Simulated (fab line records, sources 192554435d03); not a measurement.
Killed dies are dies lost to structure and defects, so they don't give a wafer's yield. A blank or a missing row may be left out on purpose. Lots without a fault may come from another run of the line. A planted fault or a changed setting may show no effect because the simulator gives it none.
One fault seen from 2 desks | flow n5_finfet | each desk has only its own numbers; what lay behind them comes last

THE TOOL OWNER'S DESK: pecvd-01
The tool's own readings at N5_BEOL_M8_ILD_DEP_00 (deposits SiCOH lowk from DEMS/porogen, target thk 179.75 nm, time 33.4 s): means of the sampled wafers that have a number, for each lot that ran on this tool. A lot is out of limits, marked OUT, if its mean lies more than 4 standard deviations from the usual mean; the brackets give that distance.
Columns: A = heater_power_w at N5_BEOL_M8_ILD_DEP_00, usual 349 W; B = showerhead_plenum_p_Torr at N5_BEOL_M8_ILD_DEP_00, usual 5.730 Torr; C = susceptor_temp_C at N5_BEOL_M8_ILD_DEP_00, usual 299.99 C; D = throttle_valve_pct at N5_BEOL_M8_ILD_DEP_00, usual 13.8 %
lot  | first seen here | A   | B     | C                | D
L294 | day 10 23:28    | 345 | 5.721 | 300.06           | 13.5
L295 | day 12 06:43    | 301 | 5.728 | 299.93           | 13.1
L308 | day 15 04:22    | 312 | 5.723 | 292.67 (-41) OUT | 13.8
L309 | day 15 09:28    | 350 | 5.727 | 292.76 (-40) OUT | 13.6
This desk's finding: out of limits on L308, L309; first on L308, day 15 04:22 (susceptor_temp_C at N5_BEOL_M8_ILD_DEP_00). In limits: L294, L295.

THE METROLOGY DESK
What the gauges read, lot by lot, whatever tool the lot ran on: means of the sampled wafers that have a number. A lot is out of limits, marked OUT, if its mean lies more than 4 standard deviations from the usual mean; the brackets give that distance.
Columns: A = M8_ILD_THK at N5_BEOL_M8_THK_MEAS_01, usual 154.7 nm
lot  | first seen here | A
L294 | day 11 00:02    | 154.3
L295 | day 12 07:18    | 154.3
L296 | day 12 10:41    | 155.1
L297 | day 12 18:42    | 154.5
L300 | day 13 10:42    | 155.3
L312 | day 14 13:34    | 155.1
L308 | day 15 04:56    | 162.4 (+4.3) OUT
L309 | day 15 10:02    | 163.2 (+4.7) OUT
L313 | day 15 17:52    | 154.4
L299 | day 16 22:45    | 154.1
L314 | day 17 20:35    | 152.6
This desk's finding: out of limits on L308, L309; first on L308, day 15 04:56 (M8_ILD_THK at N5_BEOL_M8_THK_MEAS_01). In limits: L294, L295, L296, L297, L300, L312, L313, L299, L314.

PUT TOGETHER
The tool owner's desk could have raised an alarm at day 15 04:22, on L308, L309.
The metrology desk could have raised an alarm at day 15 04:56, on L308, L309.
Of the lots named, all ran N5_BEOL_M8_ILD_DEP_00 on pecvd-01.

WHAT THE SIMULATOR HAD PUT IN
Process parameter drift: pecvd-01, from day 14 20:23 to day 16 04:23, at N5_BEOL_M8_ILD_DEP_00. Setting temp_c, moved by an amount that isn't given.
Lots struck among those shown: L308, L309.
Hours from the fault's start to each desk's first reading out of limits: the tool owner's desk, 8; the metrology desk, 9.
